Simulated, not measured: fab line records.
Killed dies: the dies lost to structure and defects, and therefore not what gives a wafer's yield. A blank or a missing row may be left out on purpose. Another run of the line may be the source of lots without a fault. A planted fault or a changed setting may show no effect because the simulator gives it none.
Chamber matching / flow nand_harc / NHARC_A_STAIRCASE_TRIM_220 on rie_diel-13 has 4 sister chambers
The step chemistry O2, time 211.2 s. 8 wafers are shown with their chamber, then 12 later ones without.

== WAFERS, EACH WITH ITS CHAMBER ==
wafer=L079.5; chamber=0; showerhead_plenum_p_Torr (Torr)=3.36; drypump_motor_current_A (A)=6.4
wafer=L081.3; chamber=0; showerhead_plenum_p_Torr (Torr)=3.36; drypump_motor_current_A (A)=6.4
wafer=L084.3; chamber=2; showerhead_plenum_p_Torr (Torr)=3.79; drypump_motor_current_A (A)=6.3
wafer=L084.4; chamber=1; showerhead_plenum_p_Torr (Torr)=3.66; drypump_motor_current_A (A)=6.4
wafer=L084.6; chamber=3; showerhead_plenum_p_Torr (Torr)=3.34; drypump_motor_current_A (A)=6.0
wafer=L091.2; chamber=1; showerhead_plenum_p_Torr (Torr)=3.65; drypump_motor_current_A (A)=6.4
wafer=L091.4; chamber=3; showerhead_plenum_p_Torr (Torr)=3.33; drypump_motor_current_A (A)=6.1
wafer=L091.5; chamber=2; showerhead_plenum_p_Torr (Torr)=3.78; drypump_motor_current_A (A)=6.3

== WAFERS WITH NO CHAMBER GIVEN ==
wafer=L090.1; showerhead_plenum_p_Torr (Torr)=3.64; drypump_motor_current_A (A)=6.4
wafer=L090.2; showerhead_plenum_p_Torr (Torr)=3.78; drypump_motor_current_A (A)=6.3
wafer=L090.3; showerhead_plenum_p_Torr (Torr)=3.34; drypump_motor_current_A (A)=6.5
wafer=L092.2; showerhead_plenum_p_Torr (Torr)=3.77; drypump_motor_current_A (A)=6.2
wafer=L092.4; showerhead_plenum_p_Torr (Torr)=3.32; drypump_motor_current_A (A)=6.1
wafer=L092.5; showerhead_plenum_p_Torr (Torr)=3.77; drypump_motor_current_A (A)=6.3
wafer=L094.1; showerhead_plenum_p_Torr (Torr)=3.64; drypump_motor_current_A (A)=6.5
wafer=L094.2; showerhead_plenum_p_Torr (Torr)=3.34; drypump_motor_current_A (A)=6.5
wafer=L094.4; showerhead_plenum_p_Torr (Torr)=3.77; drypump_motor_current_A (A)=6.2
wafer=L094.3; showerhead_plenum_p_Torr (Torr)=3.32; drypump_motor_current_A (A)=6.1
wafer=L094.5; showerhead_plenum_p_Torr (Torr)=3.32; drypump_motor_current_A (A)=6.0
wafer=L094.6; showerhead_plenum_p_Torr (Torr)=3.77; drypump_motor_current_A (A)=6.2

== CHAMBER TAKEN BY EACH ==
wafer=L090.1; from the rows above=1; in truth=1
wafer=L090.2; from the rows above=2; in truth=2
wafer=L090.3; from the rows above=0; in truth=0
wafer=L092.2; from the rows above=2; in truth=2
wafer=L092.4; from the rows above=3; in truth=3
wafer=L092.5; from the rows above=2; in truth=2
wafer=L094.1; from the rows above=1; in truth=1
wafer=L094.2; from the rows above=0; in truth=0
wafer=L094.4; from the rows above=2; in truth=2
wafer=L094.3; from the rows above=3; in truth=3
wafer=L094.5; from the rows above=3; in truth=3
wafer=L094.6; from the rows above=2; in truth=2
12 of 12 placed correctly. Not placeable from these rows: 0. Wrongly placed: 0.
How it was worked out, from the rows above alone: a wafer's distance from a chamber is the root of the sum, over the readings, of the square of ((its reading less the chamber's mean) divided by the reading's scatter). If the next closest chamber is less than 2 further off than the closest, the wafer can't be placed; otherwise it belongs to the closest. Each chamber's mean is taken over the wafers shown for it. The scatter: the root of (the sum of the squares of (reading less its chamber's mean) over the shown wafers, divided by (wafers less chambers)).
